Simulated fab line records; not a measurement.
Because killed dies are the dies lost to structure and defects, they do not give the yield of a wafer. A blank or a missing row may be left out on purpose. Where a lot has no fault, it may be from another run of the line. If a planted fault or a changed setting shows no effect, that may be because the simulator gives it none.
Chamber matching || flow nand harc || NHARC_P_BONDPAD_STRIP_15 on rie diel-07: 4 sister chambers
The step strips in O2. 8 wafers are shown with their chamber, then 10 later ones without.

== WAFERS PAIRED WITH THEIR CHAMBERS ==
{"wafer": "L580.2", "chamber": 2, "showerhead plenum p Torr (Torr)": 3.69, "oes product au (a.u.)": 0.998}
{"wafer": "L580.3", "chamber": 3, "showerhead plenum p Torr (Torr)": 3.59, "oes product au (a.u.)": 0.999}
{"wafer": "L580.5", "chamber": 2, "showerhead plenum p Torr (Torr)": 3.69, "oes product au (a.u.)": 0.998}
{"wafer": "L583.2", "chamber": 3, "showerhead plenum p Torr (Torr)": 3.59, "oes product au (a.u.)": 1.004}
{"wafer": "L583.3", "chamber": 1, "showerhead plenum p Torr (Torr)": 3.75, "oes product au (a.u.)": 1.021}
{"wafer": "L583.6", "chamber": 0, "showerhead plenum p Torr (Torr)": 3.61, "oes product au (a.u.)": 1.016}
{"wafer": "L591.2", "chamber": 1, "showerhead plenum p Torr (Torr)": 3.75, "oes product au (a.u.)": 1.021}
{"wafer": "L591.4", "chamber": 0, "showerhead plenum p Torr (Torr)": 3.60, "oes product au (a.u.)": 0.998}

== WAFERS WITH NO CHAMBER GIVEN ==
{"wafer": "L591.6", "showerhead plenum p Torr (Torr)": 3.59, "oes product au (a.u.)": 0.998}
{"wafer": "L593.1", "showerhead plenum p Torr (Torr)": 3.60, "oes product au (a.u.)": 0.997}
{"wafer": "L593.2", "showerhead plenum p Torr (Torr)": 3.75, "oes product au (a.u.)": 1.005}
{"wafer": "L593.5", "showerhead plenum p Torr (Torr)": 3.68, "oes product au (a.u.)": 0.988}
{"wafer": "L594.1", "showerhead plenum p Torr (Torr)": 3.75, "oes product au (a.u.)": 1.011}
{"wafer": "L594.3", "showerhead plenum p Torr (Torr)": 3.60, "oes product au (a.u.)": 0.995}
{"wafer": "L594.5", "showerhead plenum p Torr (Torr)": 3.75, "oes product au (a.u.)": 1.023}
{"wafer": "L595.2", "showerhead plenum p Torr (Torr)": 3.68, "oes product au (a.u.)": 0.986}
{"wafer": "L595.3", "showerhead plenum p Torr (Torr)": 3.60, "oes product au (a.u.)": 0.998}
{"wafer": "L595.6", "showerhead plenum p Torr (Torr)": 3.75, "oes product au (a.u.)": 0.997}

== CHAMBER TAKEN BY EACH ==
{"wafer": "L591.6", "from the rows above": 3, "in truth": 3}
{"wafer": "L593.1", "from the rows above": "can't be placed: 0 or 3", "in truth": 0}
{"wafer": "L593.2", "from the rows above": 1, "in truth": 1}
{"wafer": "L593.5", "from the rows above": 2, "in truth": 2}
{"wafer": "L594.1", "from the rows above": 1, "in truth": 1}
{"wafer": "L594.3", "from the rows above": "can't be placed: 0 or 3", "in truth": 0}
{"wafer": "L594.5", "from the rows above": 1, "in truth": 1}
{"wafer": "L595.2", "from the rows above": 2, "in truth": 2}
{"wafer": "L595.3", "from the rows above": "can't be placed: 0 or 3", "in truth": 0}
{"wafer": "L595.6", "from the rows above": 1, "in truth": 1}
Placed correctly: 7 of 10. Unplaceable from these rows: 3, with the true chamber sitting among the candidates in 3. Placed wrongly: 0.
How it was worked out, from the rows above alone: a wafer's distance from a chamber is the root of the sum, over the readings, of the square of ((its reading less the chamber's mean) divided by the reading's scatter). The wafer belongs to the nearest chamber; if the next one is less than 2 further off, it can't be placed. A chamber's mean is the mean of its shown wafers. The scatter: the root of (the sum of the squares of (reading less its chamber's mean) over the shown wafers, divided by (wafers less chambers)).
